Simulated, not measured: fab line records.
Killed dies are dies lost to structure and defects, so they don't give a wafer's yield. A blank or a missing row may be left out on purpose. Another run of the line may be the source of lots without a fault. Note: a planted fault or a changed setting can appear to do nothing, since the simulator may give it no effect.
A struck lot beside a sound one / flow nand-harc / 17 steps out of a route of 1159
Sound: these wafers, L752.1, L752.5, L752.6. Struck: wafers L755.1, L755.5. (L755.6 of the same lot was not struck and is left out.) The cause comes at the end.
Each step with rows lists, per side, the tool, then ch with its chambers, then its first start. Under that, the readings that differ: sound wafers / struck wafers / difference of the means / sigmas: that difference in standard deviations of wafers without a fault.
alike: words and numbers the same on both sides, and readings whose means are apart by under 2 such deviations; not compared: readings that were withheld, readings missing a value for some wafer, numbers with overlapping values and no deviation given by the record, and bounds like >300 which may hide the same value.
Wherever a step has rows on one side only, a row that says differs or no value, or a row with sigmas, the two part there. When numbers do not overlap yet have no deviation, they are printed without sigmas and do not part them. Lack of a reading on every wafer of one side parts them only where that side has two or more wafers.

NHARC_P_M0_OVL_MEAS_10: pitch 180 nm.
  sound on overlay-02, day 6 19:58; struck on overlay-01, day 7 19:54
  alike: overlay-x-nm, overlay-y-nm
NHARC_P_M0_INSPECT_11:
  sound on defect-inspect-01, day 6 20:01; struck on defect-inspect-02, day 7 19:56
  alike: raw-defect-count
NHARC_P_M0_DESCUM_14: chemistry O2, time 3 s.
  sound on rie-diel-12 ch 1,2,3, day 6 20:06; struck on rie-diel-12 ch 0,2, day 7 20:01
reading=oes-product-au (a.u.); sound=1.008 1.008 1.012; struck=0.983 0.994; difference=-0.021; sigmas=-3
  alike: drypump-motor-current-A, rf-vpp-V, showerhead-plenum-p-Torr, throttle-valve-pct
  not compared: rf-hours-counter-h
then, 1 step without rows for these wafers: NHARC_P_M0_ETCH_34 (etches the open film in N2/H2, target depth 40 nm, overetch 12 nm, time 43.94 s).
NHARC_P_M0_ETCH_15: etches the open film in C4F8/Ar, target depth 150 nm, overetch 15 nm, time 82.5 s.
  sound: rie-diel-12 ch 1,2,3; struck: rie-diel-12 ch 3
  alike: oes-product-au, rf-vpp-V
  not compared: rf-hours-counter-h
NHARC_P_M0_CD_MEAS_16:
  sound on cd-sem-03, day 6 20:22; struck on cd-sem-02, day 7 20:18
reading=cd-nm (nm); sound=91.0 89.6 91.4; struck=89.3 89.3; difference=-1.4; sigmas=-2
then, 2 steps without rows for these wafers: NHARC_P_M0_STRIP_18 (strips in N2/H2); NHARC_P_M0_STRIP_19 (strips in post etch residue remover, time 600 s).
NHARC_P_M0_DEGAS_28: time 60 s.
  sound on pvd-sputter-01, day 6 21:01; struck on pvd-sputter-03, day 7 21:01
  alike: heater-power-w
then, 1 step without rows for these wafers: NHARC_P_M0_PRE_CLEAN_29 (time 30 s).
NHARC_P_M0_PVD_20: deposits TaN, target thk 5 nm, time 8.06 s.
  sound on pvd-sputter-01; struck on pvd-sputter-03
  alike: throttle-valve-pct
NHARC_P_M0_PVD_21: deposits Cu, target thk 30 nm, time 20.49 s.
  sound on pvd-sputter-01; struck on pvd-sputter-03
  alike: throttle-valve-pct
NHARC_P_M0_ECD_22: material Cu, target thk 400 nm.
  sound on ecd-cu-02 ch 0,1, day 6 21:22; struck on ecd-cu-02 ch 0,1, day 7 21:34
then, 1 step without rows for these wafers: NHARC_P_M0_ANNEAL_30 (time 90 s).
NHARC_P_M0_CMP_23: polishes, t overpolish 20 s, target thk 117.53 nm.
  sound on cmp-01 ch 0,1,3, day 6 22:11; struck on cmp-02 ch 1,3, day 7 22:23
reading=time-to-endpoint-s (s); sound=29.9 27.8 30.6; struck=36.4 33.6; difference=+5.6; sigmas=+3
  alike: edge-zone-pressure-frac, motor-current-A
NHARC_P_M0_THK_MEAS_24: measures by xrf.
  sound on film-metro-01, day 6 22:25; struck on film-metro-01, day 7 22:37
  alike: thk-nm
-- break in the record here, with 14 days between the starts of the struck wafers on either side (left off in module P_M0, picked up again in module END, where the first step shown is number 1159 on the route) --
NHARC_END_SORT_01:
  here the record holds rows for the struck wafers (prober-01 ch 0, day 21 14:02) but none for the sound ones

WHERE THEY PART
At NHARC_P_M0_DESCUM_14 first; at NHARC_END_SORT_01 last (within this record only).

WHY: the cause the simulator had injected
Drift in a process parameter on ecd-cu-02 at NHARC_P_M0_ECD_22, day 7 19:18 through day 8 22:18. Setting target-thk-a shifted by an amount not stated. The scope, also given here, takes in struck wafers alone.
